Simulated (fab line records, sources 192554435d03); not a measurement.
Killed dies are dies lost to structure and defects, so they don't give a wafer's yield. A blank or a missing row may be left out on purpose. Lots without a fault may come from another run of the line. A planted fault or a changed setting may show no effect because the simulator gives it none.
Chamber matching | flow n5_finfet | N5_BEOL_M1_ALD_84 on ald_metal-02: 4 sister chambers
The step deposits TaN, pulse time 2 s, purge time 3 s, co reactant purge time 2 s. 14 wafers are shown with their chamber, then 7 later ones without.

WAFERS WITH THEIR CHAMBER
wafer  | chamber | heater_power_w (W) | precursor_vessel_pressure_torr (Torr) | mfc_carrier_sccm (sccm)
L080.1 | 2       | 356                | 26.21                                 | 1496
L080.3 | 1       | 466                | 26.27                                 | 1501
L080.6 | 3       | 358                | 26.25                                 | 1501
L083.2 | 1       | 463                | 26.23                                 | 1506
L083.4 | 3       | 360                | 26.28                                 | 1500
L083.6 | 0       | 471                | 26.31                                 | 1498
L086.2 | 1       | 468                | 26.27                                 | 1505
L086.3 | 3       | 360                | 26.25                                 | 1501
L086.5 | 0       | 449                | 26.26                                 | 1501
L085.1 | 1       | 463                | 26.24                                 | 1503
L085.2 | 0       | 472                | 26.24                                 | 1495
L085.5 | 3       | 361                | 26.32                                 | 1495
L092.1 | 3       | 357                | 26.37                                 | 1505
L092.3 | 1       | 463                | 26.28                                 | 1498

SIGNATURES (means of the wafers above)
reading                        | chamber 0 | chamber 1 | chamber 2 | chamber 3 | scatter within a chamber
heater_power_w                 | 464.00    | 464.60    | 356.00    | 359.20    | 6.08
precursor_vessel_pressure_torr | 26.2700   | 26.2580   | 26.2100   | 26.2940   | 0.0387
mfc_carrier_sccm               | 1498.00   | 1502.60   | 1496.00   | 1500.40   | 3.32
Rule: a wafer's distance from a chamber is the root of the sum, over the readings, of the square of ((its reading less the chamber's mean) divided by the reading's scatter). The wafer belongs to the nearest chamber; if the next one is less than 2 further off, it can't be placed. The scatter: the root of (the sum of the squares of (reading less its chamber's mean) over the shown wafers, divided by (wafers less chambers)).

WAFERS WITHOUT THEIR CHAMBER
wafer  | heater_power_w (W) | precursor_vessel_pressure_torr (Torr) | mfc_carrier_sccm (sccm)
L092.4 | 444                | 26.23                                 | 1497
L095.3 | 462                | 26.18                                 | 1495
L095.5 | 456                | 26.24                                 | 1509
L095.6 | 351                | 26.25                                 | 1496
L097.1 | 367                | 26.27                                 | 1501
L097.5 | 470                | 26.26                                 | 1494
L097.6 | 460                | 26.23                                 | 1500

WHICH CHAMBER EACH WENT THROUGH
wafer  | from the rows above     | in truth
L092.4 | can't be placed: 0 or 1 | 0
L095.3 | can't be placed: 0 or 1 | 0
L095.5 | can't be placed: 1 or 0 | 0
L095.6 | can't be placed: 2 or 3 | 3
L097.1 | can't be placed: 3 or 2 | 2
L097.5 | can't be placed: 0 or 1 | 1
L097.6 | can't be placed: 1 or 0 | 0
Placed correctly: 0 of 7. Can't be placed from these rows: 7 (the true chamber is among the candidates in 7). Placed wrongly: 0.
